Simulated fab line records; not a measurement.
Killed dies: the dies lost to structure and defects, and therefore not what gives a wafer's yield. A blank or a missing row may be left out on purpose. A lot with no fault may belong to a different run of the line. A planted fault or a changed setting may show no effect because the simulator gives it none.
fab line records + flow nand_harc
record
- lots=6
- wafers=18
- last_day=24
route steps=1159 shown A_SOURCE_PLATE@416 A_ONON_D1@424 END@1159
lots that met no fault: from a run of the same line without faults
start_h: hours from the record's first day to the start of the lot's first wafer shown + wait_h: time in hours since the lot's previous step + " as in the row above + L1.1+2: a single row standing in for several wafers + - no value, or no start given + * or withheld: withheld + < > ~ a bound
route shown NAME@n: a module of which the file shows steps, and the number in the route of the first + usual: the fault-free wafers' mean and standard deviation + same: alike in all rows + chamber/n: place in a boat + sites: readings site by site + _std_site: the standard deviation of these + _edge_site: inner sites' mean taken away from outer sites' mean + radius_mm: for every site, how far away it sits from the centre of the wafer + mask NAME#n: copy n + behind: the last tool/chamber to shape the wafer + hold: why the lot was held/for how many hours/how that ended + device: transistor that didn't switch, given as n, p or np + end of line: the tests these same wafers got at the end of their route + a step with no rows: only its recipe + killed: the dies lost at the first sort to structure and to defects; this is not the yield of the wafer + map: the dies of a wafer, with x for killed, . for not killed, _ for no die there
set.NAME: the setting as run; set.NAME@STEP: as run at that earlier step + model.NAME: the simulator's own value behind a step, which no gauge read
certain route steps with their lots: each step a table, each wafer a row
services: the hour from which a tool's chamber was out of use, counted from the record's first day as start_h (under 0 if before that day), plus the number of hours and why
## steps
# step NHARC_A_SOURCE_PLATE_THK_MEAS_09
# recipe
- thk_meas_gauge=ellipsometry
# usual
- thk_nm=9.6/1.1
| lot.wafer | tool          | chamber | start_h | wait_h | thk_nm |
|-----------|---------------|---------|---------|--------|--------|
| L763.2    | film_metro-01 | -       | 143.31  | 0.4    | 7.3    |
| L763.5    | "             | -       | "       | "      | 8.7    |
| L763.6    | "             | -       | "       | "      | 8.1    |
| L762.4    | film_metro-02 | -       | 148.13  | 0.4    | 9.5    |
| L762.5    | "             | -       | "       | "      | 11.6   |
| L762.6    | "             | -       | "       | "      | 9.4    |
| L766.2    | film_metro-01 | -       | 164.60  | 0.4    | 7.6    |
| L766.3    | "             | -       | "       | "      | 8.5    |
| L766.6    | "             | -       | "       | "      | 9.9    |
| L772.1    | film_metro-02 | -       | 204.16  | 0.4    | 9.9    |
| L772.3    | "             | -       | "       | "      | 11.1   |
| L772.6    | "             | -       | "       | "      | 9.8    |
| L779.1    | film_metro-01 | -       | 252.92  | 0.4    | 7.6    |
| L779.2    | "             | -       | "       | "      | 9.4    |
| L779.6    | "             | -       | "       | "      | 8.4    |
| L782.1    | film_metro-02 | -       | 261.86  | 0.4    | 8.3    |
| L782.2    | "             | -       | "       | "      | 9.3    |
| L782.5    | "             | -       | "       | "      | 12.8   |
# step NHARC_A_SOURCE_PLATE_PVD_04
# recipe
- target_thk_a=500
- material=WSi2
# step NHARC_A_SOURCE_PLATE_CVD_03
# recipe
- target_thk_a=2000
- temp_c=620
- pressure_mtorr=200
- time_s=4000
- material=poly-Si
# step NHARC_A_SOURCE_PLATE_ANNEAL_05
# recipe
- temp_c=850
- time_s=1800
# step NHARC_A_SOURCE_PLATE_THK_MEAS_06
# recipe
- thk_meas_gauge=ellipsometry
# usual
- thk_nm=199.1/2.1
| lot.wafer | tool          | chamber | start_h | wait_h | thk_nm |
|-----------|---------------|---------|---------|--------|--------|
| L763.2    | film_metro-02 | -       | 157.70  | 0.4    | 200.4  |
| L763.5    | "             | -       | "       | "      | 200.3  |
| L763.6    | "             | -       | "       | "      | 195.5  |
| L762.4    | film_metro-02 | -       | 161.33  | 0.4    | 198.5  |
| L762.5    | "             | -       | "       | "      | 199.5  |
| L762.6    | "             | -       | "       | "      | 201.2  |
| L766.2    | film_metro-01 | -       | 177.58  | 0.4    | 200.5  |
| L766.3    | "             | -       | "       | "      | 200.1  |
| L766.6    | "             | -       | "       | "      | 199.4  |
| L772.1    | film_metro-02 | -       | 218.10  | 0.4    | 197.0  |
| L772.3    | "             | -       | "       | "      | 196.2  |
| L772.6    | "             | -       | "       | "      | 197.7  |
| L779.1    | film_metro-02 | -       | 266.13  | 0.4    | 201.8  |
| L779.2    | "             | -       | "       | "      | 199.0  |
| L779.6    | "             | -       | "       | "      | 202.4  |
| L782.1    | film_metro-02 | -       | 275.82  | 0.4    | 199.2  |
| L782.2    | "             | -       | "       | "      | 199.3  |
| L782.5    | "             | -       | "       | "      | 201.2  |
# step NHARC_A_SOURCE_PLATE_INSPECT_08
# usual
- raw_defect_count=64/28
| lot.wafer | tool              | chamber | start_h | wait_h | raw_defect_count |
|-----------|-------------------|---------|---------|--------|------------------|
| L763.2    | defect_inspect-02 | -       | 157.76  | 0.0    | 37               |
| L763.5    | "                 | -       | "       | "      | 54               |
| L763.6    | "                 | -       | "       | "      | 40               |
| L762.4    | defect_inspect-02 | -       | 161.44  | 0.0    | 55               |
| L762.5    | "                 | -       | "       | "      | 123              |
| L762.6    | "                 | -       | "       | "      | 89               |
| L766.2    | defect_inspect-02 | -       | 177.68  | 0.0    | 72               |
| L766.3    | "                 | -       | "       | "      | 32               |
| L766.6    | "                 | -       | "       | "      | 43               |
| L772.1    | defect_inspect-01 | -       | 218.21  | 0.0    | 80               |
| L772.3    | "                 | -       | "       | "      | 68               |
| L772.6    | "                 | -       | "       | "      | 95               |
| L779.1    | defect_inspect-02 | -       | 266.19  | 0.0    | 67               |
| L779.2    | "                 | -       | "       | "      | 69               |
| L779.6    | "                 | -       | "       | "      | 106              |
| L782.1    | defect_inspect-02 | -       | 275.92  | 0.0    | 27               |
| L782.2    | "                 | -       | "       | "      | 86               |
| L782.5    | "                 | -       | "       | "      | 52               |
# step NHARC_A_ONON_D1_DEP_00
# recipe
- target_thk_a=10000
- n2_flow_sccm=2750
- n2o_flow_sccm=2000
- nh3_flow_sccm=500
- sih4_flow_sccm=210
- temp_c=400
# step NHARC_A_ONON_D1_THK_MEAS_02
# recipe
- thk_meas_gauge=ellipsometry
# usual
- thk_nm=996/13
| lot.wafer | tool          | chamber | start_h | wait_h | thk_nm |
|-----------|---------------|---------|---------|--------|--------|
| L763.2    | film_metro-01 | -       | 158.34  | -      | 1019   |
| L763.5    | "             | -       | "       | "      | 1020   |
| L763.6    | "             | -       | "       | "      | 1021   |
| L762.4    | film_metro-01 | -       | 162.01  | -      | 1009   |
| L762.5    | "             | -       | "       | "      | 1008   |
| L762.6    | "             | -       | "       | "      | 1008   |
| L766.2    | film_metro-01 | -       | 178.29  | -      | 1005   |
| L766.3    | "             | -       | "       | "      | 1005   |
| L766.6    | "             | -       | "       | "      | 1007   |
| L772.1    | film_metro-02 | -       | 218.78  | -      | 990    |
| L772.3    | "             | -       | "       | "      | 991    |
| L772.6    | "             | -       | "       | "      | 991    |
| L779.1    | film_metro-01 | -       | 266.77  | -      | 982    |
| L779.2    | "             | -       | "       | "      | 983    |
| L779.6    | "             | -       | "       | "      | 984    |
| L782.1    | film_metro-02 | -       | 276.49  | -      | 1015   |
| L782.2    | "             | -       | "       | "      | 1016   |
| L782.5    | "             | -       | "       | "      | 1015   |
# step NHARC_A_ONON_D1_DEP_03
# recipe
- target_thk_a=10000
- n2_flow_sccm=2750
- n2o_flow_sccm=2000
- nh3_flow_sccm=500
- sih4_flow_sccm=210
- temp_c=400
# step NHARC_A_ONON_D1_THK_MEAS_05
# recipe
- thk_meas_gauge=ellipsometry
# usual
- thk_nm=1000/9.4
| lot.wafer | tool          | chamber | start_h | wait_h | thk_nm |
|-----------|---------------|---------|---------|--------|--------|
| L763.2    | film_metro-01 | -       | 158.91  | -      | 1009   |
| L763.5    | "             | -       | "       | "      | 1009   |
| L763.6    | "             | -       | "       | "      | 1011   |
| L762.4    | film_metro-02 | -       | 162.58  | -      | 1001   |
| L762.5    | "             | -       | "       | "      | 1001   |
| L762.6    | "             | -       | "       | "      | 1003   |
| L766.2    | film_metro-01 | -       | 178.85  | -      | 1001   |
| L766.3    | "             | -       | "       | "      | 1002   |
| L766.6    | "             | -       | "       | "      | 1002   |
| L772.1    | film_metro-01 | -       | 219.34  | -      | 1001   |
| L772.3    | "             | -       | "       | "      | 1000   |
| L772.6    | "             | -       | "       | "      | 1000   |
| L779.1    | film_metro-02 | -       | 267.34  | -      | 1004   |
| L779.2    | "             | -       | "       | "      | 1003   |
| L779.6    | "             | -       | "       | "      | 1003   |
| L782.1    | film_metro-01 | -       | 277.06  | -      | 990    |
| L782.2    | "             | -       | "       | "      | 990    |
| L782.5    | "             | -       | "       | "      | 989    |
# step NHARC_A_ONON_D1_DEP_06
# recipe
- target_thk_a=10000
- n2_flow_sccm=2750
- n2o_flow_sccm=2000
- nh3_flow_sccm=500
- sih4_flow_sccm=210
- temp_c=400
# usual
- sih4_flow_sccm=210.0/0.67
| lot.wafer | tool          | chamber | start_h | wait_h | sih4_flow_sccm |
|-----------|---------------|---------|---------|--------|----------------|
| L763.2    | pecvd_onon-01 | 0       | 159.03  | 0.1    | 210.8          |
| L763.5    | "             | 0       | "       | "      | 210.1          |
| L763.6    | "             | 0       | "       | "      | 209.8          |
| L762.4    | pecvd_onon-04 | 0       | 162.81  | 0.2    | 209.5          |
| L762.5    | "             | 0       | "       | "      | 209.1          |
| L762.6    | "             | 0       | "       | "      | 209.7          |
| L766.2    | pecvd_onon-01 | 0       | 178.97  | 0.1    | 209.2          |
| L766.3    | "             | 0       | "       | "      | 209.7          |
| L766.6    | "             | 0       | "       | "      | 209.6          |
| L772.1    | pecvd_onon-01 | 0       | 219.40  | 0.1    | 210.5          |
| L772.3    | "             | 0       | "       | "      | 211.1          |
| L772.6    | "             | 0       | "       | "      | 211.0          |
| L779.1    | pecvd_onon-03 | 0       | 267.39  | 0.1    | 209.4          |
| L779.2    | "             | 0       | "       | "      | 209.9          |
| L779.6    | "             | 0       | "       | "      | 210.4          |
| L782.1    | pecvd_onon-03 | 0       | 277.12  | 0.1    | 210.3          |
| L782.2    | "             | 0       | "       | "      | 209.8          |
| L782.5    | "             | 0       | "       | "      | 209.2          |
# step NHARC_A_ONON_D1_THK_MEAS_08
# recipe
- thk_meas_gauge=ellipsometry
# usual
- thk_nm=1000/13
| lot.wafer | tool          | chamber | start_h | wait_h | thk_nm |
|-----------|---------------|---------|---------|--------|--------|
| L763.2    | film_metro-01 | -       | 159.50  | -      | 979    |
| L763.5    | "             | -       | "       | "      | 978    |
| L763.6    | "             | -       | "       | "      | 980    |
| L762.4    | film_metro-01 | -       | 163.15  | -      | 1001   |
| L762.5    | "             | -       | "       | "      | 1002   |
| L762.6    | "             | -       | "       | "      | 1002   |
| L766.2    | film_metro-01 | -       | 179.44  | -      | 1803   |
| L766.3    | "             | -       | "       | "      | 1803   |
| L766.6    | "             | -       | "       | "      | 1805   |
| L772.1    | film_metro-02 | -       | 219.91  | -      | 1813   |
| L772.3    | "             | -       | "       | "      | 1813   |
| L772.6    | "             | -       | "       | "      | 1812   |
| L779.1    | film_metro-01 | -       | 267.90  | -      | 1001   |
| L779.2    | "             | -       | "       | "      | 1002   |
| L779.6    | "             | -       | "       | "      | 1002   |
| L782.1    | film_metro-01 | -       | 277.62  | -      | 990    |
| L782.2    | "             | -       | "       | "      | 988    |
| L782.5    | "             | -       | "       | "      | 989    |
# step NHARC_A_ONON_D1_DEP_09
# recipe
- target_thk_a=10000
- n2_flow_sccm=2750
- n2o_flow_sccm=2000
- nh3_flow_sccm=500
- sih4_flow_sccm=210
- temp_c=400
# step NHARC_END_SORT_01
# recipe
- temp_c=25
# usual
- killed_at_array=27/10
- killed_at_other=0.6/1
- killed_at_periphery=3.4/2.7
- killed_dies=31/9.7
- killed_open=3.4/1.7
- killed_short=2.2/1.5
# same
- gross_dies=677
| lot.wafer | tool      | chamber | start_h | wait_h | killed_at_array | killed_at_other | killed_at_periphery | killed_dies | killed_open | killed_short |
|-----------|-----------|---------|---------|--------|-----------------|-----------------|---------------------|-------------|-------------|--------------|
| L766.2    | prober-01 | 0       | 466.72  | 2.8    | 674             | 1               | 2                   | 677         | 2           | 3            |
| L766.3    | prober-01 | 0       | 467.52  | 3.1    | 670             | 0               | 7                   | 677         | 3           | 2            |
| L766.6    | prober-01 | 0       | 469.91  | 4.0    | 674             | 1               | 2                   | 677         | 3           | 2            |
| L772.1    | prober-01 | 0       | 510.38  | 2.5    | 672             | 0               | 5                   | 677         | 4           | 2            |
| L772.3    | prober-01 | 0       | 511.99  | 3.1    | 672             | 1               | 4                   | 677         | 1           | 3            |
| L772.6    | prober-01 | 0       | 514.40  | 4.0    | 672             | 0               | 5                   | 677         | 7           | 3            |
| L779.1    | prober-01 | 0       | 570.70  | 2.5    | 51              | 0               | 3                   | 54          | 6           | 6            |
| L779.2    | prober-01 | 0       | 571.49  | 2.8    | 41              | 0               | 3                   | 44          | 2           | 0            |
| L779.6    | prober-01 | 0       | 574.65  | 4.0    | 46              | 0               | 2                   | 48          | 3           | 2            |
# killed by level:class
L766.2 A_ONON_D1:area_dep=650 A_SLIT:chamber_film_flake=7 A_WL_FILL:chamber_film_flake=6 A_STAIRCASE:chamber_film_flake=3 A_CHANNEL_HOLE_D1:chamber_film_flake=2 A_M0:chamber_film_flake=2 P_CONTACT:geometric_particle:short=1 A_CHANNEL_FILL_D1:geometric_particle:open=1
L766.3 A_ONON_D1:area_dep=642 A_SLIT:chamber_film_flake=13 A_STAIRCASE:chamber_film_flake=6 A_WL_FILL:chamber_film_flake=4 A_CHANNEL_HOLE_D1:chamber_film_flake=2 P_GATE:geometric_particle:open=1 P_M0:geometric_particle:open=1 P_M1:geometric_particle:short=1
L766.6 A_ONON_D1:area_dep=651 A_STAIRCASE:chamber_film_flake=7 A_SLIT:chamber_film_flake=7 P_GATE:geometric_particle:open=1 A_ONON_D1:geometric_particle:short=1 A_CHANNEL_HOLE_D1:geometric_particle:short=1 A_CHANNEL_FILL_D1:geometric_particle:open=1 A_M0:geometric_particle:open=1
L772.1 A_ONON_D1:area_dep=663 A_CHANNEL_HOLE_D1:chamber_film_flake=4 P_CONTACT:geometric_particle:open=1 P_M0:geometric_particle:open=1 P_M1:geometric_particle:open=1 A_SGD_CUT:geometric_particle:open=1 A_SGD_CUT:geometric_particle:short=1 A_WL_FILL:geometric_particle:short=1
L772.3 A_ONON_D1:area_dep=663 A_CONTACT:chamber_film_flake=3 P_ZERO_WELL:chamber_film_flake=2 P_M2:chamber_film_flake=2 A_CHANNEL_FILL_D1:geometric_particle:short=1 A_WL_FILL:geometric_particle:short=1 A_WL_FILL:geometric_particle:open=1 A_M0:geometric_particle:short=1
L772.6 A_ONON_D1:area_dep=656 A_CONTACT:geometric_particle:open=3 A_CHANNEL_HOLE_D1:chamber_film_flake=3 A_CONTACT:chamber_film_flake=3 A_CHANNEL_FILL_D1:chamber_film_flake=2 P_CONTACT:geometric_particle:short=1 P_M0:geometric_particle:open=1 P_M0:geometric_particle:short=1
L779.1 A_CHANNEL_HOLE_D1:chamber_film_flake=19 A_SLIT:chamber_film_flake=15 A_CONTACT:chamber_film_flake=4 A_WL_FILL:geometric_particle:short=3 A_ONON_D1:geometric_particle:open=2 A_STAIRCASE:chamber_film_flake=2 P_GATE:geometric_particle:short=1 P_M2:geometric_particle:open=1
L779.2 A_CHANNEL_HOLE_D1:chamber_film_flake=21 A_SLIT:chamber_film_flake=12 A_STAIRCASE:chamber_film_flake=4 A_CONTACT:chamber_film_flake=2 P_M0:geometric_particle:open=1 A_CHANNEL_FILL_D1:geometric_particle:open=1 P_STI:chamber_film_flake=1 P_GATE:chamber_film_flake=1
L779.6 A_SLIT:chamber_film_flake=17 A_CHANNEL_HOLE_D1:chamber_film_flake=15 A_CONTACT:chamber_film_flake=5 A_WL_FILL:geometric_particle:open=3 A_STAIRCASE:chamber_film_flake=3 A_CHANNEL_FILL_D1:geometric_particle:short=1 A_SGD_CUT:geometric_particle:short=1 P_ZERO_WELL:chamber_film_flake=1
# map L766.2 (x killed, . not)
____________x____________
_________xxxxxxx_________
_______xxxxxxxxxxx_______
______xxxxxxxxxxxxx______
_____xxxxxxxxxxxxxxx_____
____xxxxxxxxxxxxxxxxx____
____xxxxxxxxxxxxxxxxx____
___xxxxxxxxxxxxxxxxxxx___
___xxxxxxxxxxxxxxxxxxx___
__xxxxxxxxxxxxxxxxxxxxx__
__xxxxxxxxxxxxxxxxxxxxx__
_xxxxxxxxxxxxxxxxxxxxxxx_
_xxxxxxxxxxxxxxxxxxxxxxx_
_xxxxxxxxxxxxxxxxxxxxxxx_
_xxxxxxxxxxxxxxxxxxxxxxx_
_xxxxxxxxxxxxxxxxxxxxxxx_
xxxxxxxxxxxxxxxxxxxxxxxxx
xxxxxxxxxxxxxxxxxxxxxxxxx
xxxxxxxxxxxxxxxxxxxxxxxxx
xxxxxxxxxxxxxxxxxxxxxxxxx
xxxxxxxxxxxxxxxxxxxxxxxxx
_xxxxxxxxxxxxxxxxxxxxxxx_
_xxxxxxxxxxxxxxxxxxxxxxx_
_xxxxxxxxxxxxxxxxxxxxxxx_
_xxxxxxxxxxxxxxxxxxxxxxx_
_xxxxxxxxxxxxxxxxxxxxxxx_
__xxxxxxxxxxxxxxxxxxxxx__
__xxxxxxxxxxxxxxxxxxxxx__
___xxxxxxxxxxxxxxxxxxx___
___xxxxxxxxxxxxxxxxxxx___
____xxxxxxxxxxxxxxxxx____
____xxxxxxxxxxxxxxxxx____
_____xxxxxxxxxxxxxxx_____
______xxxxxxxxxxxxx______
_______xxxxxxxxxxx_______
_________xxxxxxx_________
____________x____________
# map L772.1 (x killed, . not)
____________x____________
_________xxxxxxx_________
_______xxxxxxxxxxx_______
______xxxxxxxxxxxxx______
_____xxxxxxxxxxxxxxx_____
____xxxxxxxxxxxxxxxxx____
____xxxxxxxxxxxxxxxxx____
___xxxxxxxxxxxxxxxxxxx___
___xxxxxxxxxxxxxxxxxxx___
__xxxxxxxxxxxxxxxxxxxxx__
__xxxxxxxxxxxxxxxxxxxxx__
_xxxxxxxxxxxxxxxxxxxxxxx_
_xxxxxxxxxxxxxxxxxxxxxxx_
_xxxxxxxxxxxxxxxxxxxxxxx_
_xxxxxxxxxxxxxxxxxxxxxxx_
_xxxxxxxxxxxxxxxxxxxxxxx_
xxxxxxxxxxxxxxxxxxxxxxxxx
xxxxxxxxxxxxxxxxxxxxxxxxx
xxxxxxxxxxxxxxxxxxxxxxxxx
xxxxxxxxxxxxxxxxxxxxxxxxx
xxxxxxxxxxxxxxxxxxxxxxxxx
_xxxxxxxxxxxxxxxxxxxxxxx_
_xxxxxxxxxxxxxxxxxxxxxxx_
_xxxxxxxxxxxxxxxxxxxxxxx_
_xxxxxxxxxxxxxxxxxxxxxxx_
_xxxxxxxxxxxxxxxxxxxxxxx_
__xxxxxxxxxxxxxxxxxxxxx__
__xxxxxxxxxxxxxxxxxxxxx__
___xxxxxxxxxxxxxxxxxxx___
___xxxxxxxxxxxxxxxxxxx___
____xxxxxxxxxxxxxxxxx____
____xxxxxxxxxxxxxxxxx____
_____xxxxxxxxxxxxxxx_____
______xxxxxxxxxxxxx______
_______xxxxxxxxxxx_______
_________xxxxxxx_________
____________x____________
## services
| tool          | chamber | start_h | hours | kind |
|---------------|---------|---------|-------|------|
| pecvd_onon-03 | -       | 153.08  | 13.0  | pm   |
| pecvd_onon-01 | -       | 195.11  | 13.0  | pm   |
| pecvd_onon-04 | -       | 237.57  | 13.0  | pm   |
## key
first_sign
- step=NHARC_A_ONON_D1_THK_MEAS_08
- reading=thk_nm
- direction=up
- sigmas=60
- usual=1000
- struck=1808
effect
- step=NHARC_END_SORT_01
- reading=killed_dies
- direction=up
- sigmas=67
- usual=31
- struck=677
more_kills_born_at
- NHARC_A_ONON_D1_DEP_06@pecvd_onon-01=3925
met_at NHARC_A_ONON_D1_DEP_06
struck_wafers L766.2,L766.3,L766.6,L772.1,L772.3,L772.6
later_rows_left_out L766.2,L766.3,L766.6,L772.1,L772.3,L772.6
tester_left_out L766,L772
onset_between 159.03 178.97
fault
- kind=process_parameter_drift
- tool=pecvd_onon-01
- chamber=-
- onset_h=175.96
- steps=NHARC_A_ONON_D1_DEP_06
- channel=target_thk_a
- offset=*
- shape=step
- end_h=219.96
- acts_in=*
- stated=*
# tester_left_out: of these lots the tester's yield and bins aren't shown, on N5 and GAA mostly nor the transistor test; their killed dies are dies lost to structure and defects alone, not to doping, threshold or leakage, so they don't give the yield
# later_rows_left_out: the simulator's readings of these wafers behind a module that went badly wrong aren't trusted and aren't shown, but for the sort
